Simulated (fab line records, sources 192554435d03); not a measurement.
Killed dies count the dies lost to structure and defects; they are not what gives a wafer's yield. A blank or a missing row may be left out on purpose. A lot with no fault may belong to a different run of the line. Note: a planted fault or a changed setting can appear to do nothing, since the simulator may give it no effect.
Which tool is to blame? -- flow n5-finfet -- 24 lots, 72 wafers sampled, at 5 steps of a route of 1938

WHAT EACH GAUGE READ, for each wafer
N5_BEOL_M6_OCD_MEAS_38. Usual: 94.2 nm for trench-depth-nm, sd 1.4.
lot,measured,on,trench-depth-nm (nm),flag
L074,day 10 04:53,ocd-01,93.5 93.7 93.1,
L075,day 10 05:20,ocd-02,92.5 94.7 93.4,
L076,day 10 08:17,ocd-02,95.9 93.2 95.3,
L077,day 10 16:05,ocd-01,92.3 94.0 92.1,
L078,day 10 21:58,ocd-02,93.9 95.6 91.5,
L080,day 11 14:22,ocd-02,94.1 92.1 94.2,
L079,day 11 17:35,ocd-02,93.7 92.9 93.4,
L081,day 11 18:07,ocd-01,93.6 95.7 93.7,
L082,day 11 23:09,ocd-02,93.8 96.8 95.3,
L083,day 12 03:17,ocd-02,94.8 92.7 95.2,
L084,day 12 05:58,ocd-02,92.9 95.2 93.3,
L087,day 12 19:28,ocd-01,95.1 96.7 96.2,
L085,day 13 06:26,ocd-01,95.9 95.5 95.5,
L086,day 13 09:23,ocd-02,97.8 92.1 94.2,
L089,day 13 16:27,ocd-01,92.8 94.6 92.1,
L091,day 13 22:12,ocd-01,92.6 92.9 92.9,
L088,day 13 22:38,ocd-01,95.6 95.5 95.8,
L092,day 13 23:22,ocd-01,91.6 92.3 92.5,
L090,day 14 12:04,ocd-02,93.2 92.7 94.3,
L093,day 14 23:45,ocd-01,93.4 94.7 92.4,
L095,day 15 00:13,ocd-01,96.6 93.7 93.6,
L094,day 15 09:34,ocd-01,96.7 94.0 96.8,
L096,day 16 05:23,ocd-02,95.9 93.4 93.7,
L097,day 16 05:40,ocd-01,92.3 94.8 93.8,

N5_BEOL_M6_CD_MEAS_35: target cd 40 nm, target cd y 28 nm. Usual: 39.8 nm for cd-nm, sd 0.54.
lot,measured,on,cd-nm (nm),flag
L074,day 10 05:02,cd-sem-02,40.3 39.3 39.5,
L075,day 10 05:35,cd-sem-01,39.3 40.4 39.6,
L076,day 10 08:26,cd-sem-02,39.4 40.2 40.3,
L077,day 10 16:14,cd-sem-01,39.6 40.1 39.3,
L078,day 10 22:13,cd-sem-03,39.2 39.5 39.8,
L080,day 11 14:31,cd-sem-03,39.1 38.5 39.9,
L079,day 11 17:50,cd-sem-02,39.9 40.6 40.1,
L081,day 11 18:16,cd-sem-02,39.9 40.1 40.0,
L082,day 11 23:19,cd-sem-01,38.6 39.6 39.5,
L083,day 12 03:26,cd-sem-02,38.7 38.3 38.2,
L084,day 12 06:07,cd-sem-01,39.2 39.9 40.0,
L087,day 12 19:38,cd-sem-01,41.7 40.9 39.5,
L085,day 13 06:35,cd-sem-03,40.0 40.5 38.9,
L086,day 13 09:38,cd-sem-03,40.8 40.5 39.9,
L089,day 13 16:36,cd-sem-02,39.6 39.1 39.5,
L091,day 13 22:22,cd-sem-03,40.3 39.6 39.7,
L088,day 13 22:53,cd-sem-02,39.7 39.9 40.0,
L092,day 13 23:31,cd-sem-01,39.8 40.2 40.3,
L090,day 14 12:14,cd-sem-01,40.1 40.1 40.2,
L093,day 14 23:54,cd-sem-02,40.5 40.5 39.7,
L095,day 15 00:22,cd-sem-02,40.2 39.6 39.6,
L094,day 15 09:44,cd-sem-03,39.3 39.4 39.5,
L096,day 16 05:34,cd-sem-03,38.4 39.2 39.5,
L097,day 16 05:50,cd-sem-02,39.8 39.2 39.5,

N5_BEOL_M7_OVL_MEAS_29. Usual: for V6_OVL the level is 0.3 nm and the standard deviation is 0.6.
lot,measured,on,V6_OVL (nm),flag
L074,day 10 11:08,overlay-01,1.4 1.1 -0.6,
L075,day 10 15:16,overlay-02,0.3 -0.1 -0.3,
L076,day 10 15:19,overlay-01,0.3 -0.5 0.8,
L077,day 11 00:20,overlay-01,0.4 0.8 0.3,
L078,day 11 06:58,overlay-01,0.4 0.3 0.3,
L080,day 11 22:10,overlay-02,-0.3 0.1 0.4,
L079,day 11 23:54,overlay-02,-0.6 -0.6 -0.3,
L081,day 12 02:28,overlay-02,1.4 -0.1 0.7,
L082,day 12 11:58,overlay-02,0.4 0.5 0.5,
L083,day 12 12:01,overlay-01,0.4 -0.1 1.0,
L084,day 12 15:41,overlay-01,-0.3 0.9 0.1,
L087,day 13 05:52,overlay-01,0.1 0.5 0.3,
L085,day 13 15:22,overlay-01,-0.9 -0.9 -0.3,
L086,day 13 21:04,overlay-02,0.1 0.0 1.0,
L089,day 13 22:49,overlay-01,-0.1 0.3 0.8,
L091,day 14 04:20,overlay-01,0.8 0.5 0.9,
L088,day 14 04:36,overlay-01,0.1 0.1 0.6,
L092,day 14 06:31,overlay-02,-0.6 0.5 -0.7,
L090,day 14 20:58,overlay-01,1.4 -0.3 0.5,
L093,day 15 08:57,overlay-01,0.5 0.6 1.2,
L095,day 15 08:40,overlay-01,-0.9 0.3 0.2,
L094,day 15 18:23,overlay-02,0.6 0.5 1.2,
L096,day 16 18:13,overlay-02,0.2 1.6 0.6,
L097,day 16 18:10,overlay-01,-0.4 -0.2 0.1,

WHICH TOOL RAN EACH LOT (tool, then ch and the chambers of the sampled wafers, then the start)
lot,N5_BEOL_M7_DESCUM_16,N5_BEOL_M7_STRIP_19
L074,"rie-diel-01 ch 2,3, day 10 09:39","rie-diel-03 ch 0,1,2, day 10 10:15"
L075,"rie-diel-03 ch 0,2, day 10 12:22","rie-diel-04 ch 0,1, day 10 12:45"
L076,"rie-diel-01 ch 0,3, day 10 12:46","rie-diel-03 ch 0,1,2, day 10 13:09"
L077,"rie-diel-04 ch 1,3, day 10 22:58","rie-diel-03 ch 1,3, day 10 23:21"
L078,"rie-diel-03 ch 0,2,3, day 11 05:18","rie-diel-03 ch 0,1,3, day 11 05:41"
L080,"rie-diel-04 ch 1,2, day 11 21:19","rie-diel-04 ch 1,2,3, day 11 21:42"
L079,"rie-diel-03 ch 0,1,2, day 11 23:06","rie-diel-03 ch 0,2, day 11 23:29"
L081,"rie-diel-04 ch 0,1, day 12 00:19","rie-diel-03 ch 1,2,3, day 12 00:46"
L082,"rie-diel-01 ch 1,2,3, day 12 07:58","rie-diel-01 ch 2,3, day 12 08:28"
L083,"rie-diel-04 ch 0,2,3, day 12 08:18","rie-diel-03 ch 0,1,3, day 12 08:41"
L084,"rie-diel-01 ch 1,2,3, day 12 13:20","rie-diel-04 ch 1,2,3, day 12 13:43"
L087,"rie-diel-03 ch 0,3, day 13 03:17","rie-diel-03 ch 2,3, day 13 03:40"
L085,"rie-diel-01 ch 1,3, day 13 12:14","rie-diel-04 ch 0,1,3, day 13 12:44"
L086,"rie-diel-01 ch 2,3, day 13 16:26","rie-diel-03 ch 0,2, day 13 16:55"
L089,"rie-diel-01 ch 1,3, day 13 21:35","rie-diel-04 ch 1,3, day 13 22:01"
L091,"rie-diel-01 ch 1,3, day 14 03:16","rie-diel-01 ch 0,1, day 14 03:47"
L088,"rie-diel-01 ch 0,1,3, day 14 03:31","rie-diel-01 ch 1,2,3, day 14 04:04"
L092,"rie-diel-03 ch 0,1,3, day 14 04:35","rie-diel-01 ch 1,2,3, day 14 05:00"
L090,"rie-diel-04 ch 2,3, day 14 18:47","rie-diel-03 ch 0,2,3, day 14 19:11"
L093,"rie-diel-03 ch 1,3, day 15 06:50","rie-diel-04 ch 1,3, day 15 07:15"
L095,"rie-diel-01 ch 0,1,3, day 15 06:54","rie-diel-04 ch 0,1, day 15 07:17"
L094,"rie-diel-03 ch 0,1, day 15 17:26","rie-diel-04 ch 0,2,3, day 15 17:49"
L096,"rie-diel-03 ch 1,2,3, day 16 14:16","rie-diel-03 ch 1,2,3, day 16 14:47"
L097,"rie-diel-03 ch 0,2, day 16 14:00","rie-diel-04 ch 0,1,2, day 16 14:30"
- N5_BEOL_M7_DESCUM_16: chemistry O2, time 7.9 s.
- N5_BEOL_M7_STRIP_19: strips in O2.

AS READ BY THE TOOLS THEMSELVES (means over the sampled wafers that have a number; for cases with no such wafer, the mark the record gives instead)
N5_BEOL_M7_DESCUM_16. Usual: drypump-motor-current-A 5.8 A, standard deviation 0.53; oes-product-au 0.75 a.u., standard deviation 0.067; rf-vpp-V 243.2 V, standard deviation 1.4; showerhead-plenum-p-Torr 2.09 Torr, standard deviation 0.07; throttle-valve-pct 20.53 %, standard deviation 0.27.
lot,tool,drypump-motor-current-A (A),oes-product-au (a.u.),rf-vpp-V (V),showerhead-plenum-p-Torr (Torr),throttle-valve-pct (%),flag
L074,rie-diel-01,5.9,0.75,244.4,2.16,20.43,
L075,rie-diel-03,4.8,0.74,244.2,2.15,20.88,
L076,rie-diel-01,6.2,0.80,244.0,2.14,20.18,
L077,rie-diel-04,6.0,0.75,242.2,2.04,20.58,
L078,rie-diel-03,5.4,0.76,243.9,2.10,20.74,
L080,rie-diel-04,5.8,0.82,242.3,2.02,20.58,
L079,rie-diel-03,5.3,0.72,244.1,2.15,20.85,
L081,rie-diel-04,6.0,0.71,243.7,2.10,20.46,
L082,rie-diel-01,6.0,0.71,242.9,2.10,20.48,
L083,rie-diel-04,5.7,0.77,244.1,2.09,20.35,
L084,rie-diel-01,6.1,0.72,243.1,2.10,20.47,
L087,rie-diel-03,5.5,0.74,242.5,2.07,20.74,
L085,rie-diel-01,6.2,0.70,242.3,2.04,20.51,
L086,rie-diel-01,5.9,0.72,244.4,2.15,20.48,
L089,rie-diel-01,6.2,0.70,242.5,2.04,20.52,
L091,rie-diel-01,6.2,0.71,243.4,2.10,20.42,
L088,rie-diel-01,6.2,0.75,241.8,2.06,20.32,
L092,rie-diel-03,5.8,0.72,242.8,2.10,20.71,
L090,rie-diel-04,5.4,0.82,242.4,2.04,20.36,
L093,rie-diel-03,6.3,0.75,241.6,2.08,20.57,
L095,rie-diel-01,6.2,0.76,242.3,2.06,20.33,
L094,rie-diel-03,5.4,0.69,243.4,2.11,20.86,
L096,rie-diel-03,5.7,0.73,243.5,2.12,20.75,
L097,rie-diel-03,4.9,0.69,244.0,2.11,20.93,

N5_BEOL_M7_STRIP_19. Usual: drypump-motor-current-A 5.7 A, standard deviation 0.57; oes-product-au 0.76 a.u., standard deviation 0.078; rf-vpp-V 3.6 V, standard deviation 0.58; showerhead-plenum-p-Torr 2.09 Torr, standard deviation 0.068; throttle-valve-pct 16.81 %, standard deviation 0.28.
lot,tool,drypump-motor-current-A (A),oes-product-au (a.u.),rf-vpp-V (V),showerhead-plenum-p-Torr (Torr),throttle-valve-pct (%),flag
L074,rie-diel-03,5.3,0.74,3.4,2.16,17.05,
L075,rie-diel-04,6.0,0.75,4.2,2.06,16.83,
L076,rie-diel-03,5.3,0.73,3.8,2.16,17.02,
L077,rie-diel-03,6.2,0.76,3.7,2.13,16.88,
L078,rie-diel-03,5.8,0.75,3.9,2.11,16.90,
L080,rie-diel-04,5.8,0.80,3.5,2.04,16.75,
L079,rie-diel-03,4.8,0.73,3.6,2.15,17.10,
L081,rie-diel-03,5.7,0.75,3.0,2.13,16.91,
L082,rie-diel-01,6.0,0.73,3.6,2.17,16.63,
L083,rie-diel-03,5.8,0.75,3.6,2.10,16.90,
L084,rie-diel-04,5.8,0.79,3.5,2.04,16.74,
L087,rie-diel-03,5.9,0.79,3.2,2.09,16.82,
L085,rie-diel-04,6.0,0.72,3.3,2.07,16.82,
L086,rie-diel-03,4.9,0.72,4.0,2.12,17.10,
L089,rie-diel-04,6.0,0.75,3.6,2.02,16.96,
L091,rie-diel-01,6.2,0.80,3.8,2.02,16.48,
L088,rie-diel-01,6.0,0.71,3.3,2.10,16.76,
L092,rie-diel-01,6.0,0.71,4.0,2.09,16.77,
L090,rie-diel-03,5.4,0.74,3.1,2.10,16.98,
L093,rie-diel-04,6.0,0.73,3.5,2.02,16.97,
L095,rie-diel-04,6.0,0.83,3.7,2.05,16.73,
L094,rie-diel-04,5.7,0.84,3.1,2.08,16.48,
L096,rie-diel-03,5.7,0.73,3.8,2.12,16.98,
L097,rie-diel-04,5.7,0.85,3.4,2.06,16.53,

THE ANSWER, worked out from the rows above alone
Rule: lot off if the mean of its wafers having a number is beyond 3 standard deviations from the usual mean. Also off: a lot with no number at a reading for which 4 or more lots have one. Any other lot the step has rows for is counted as sound. First the gauges in route order, then the tools' own readings, where a lot's mean is used as printed above. At the first step where some lot is off, the reading lying furthest off is the one used; lots without a number count as furthest.
No lot is off at any reading shown: from this, nothing can be told.

WHAT THE SIMULATOR HAD PUT IN
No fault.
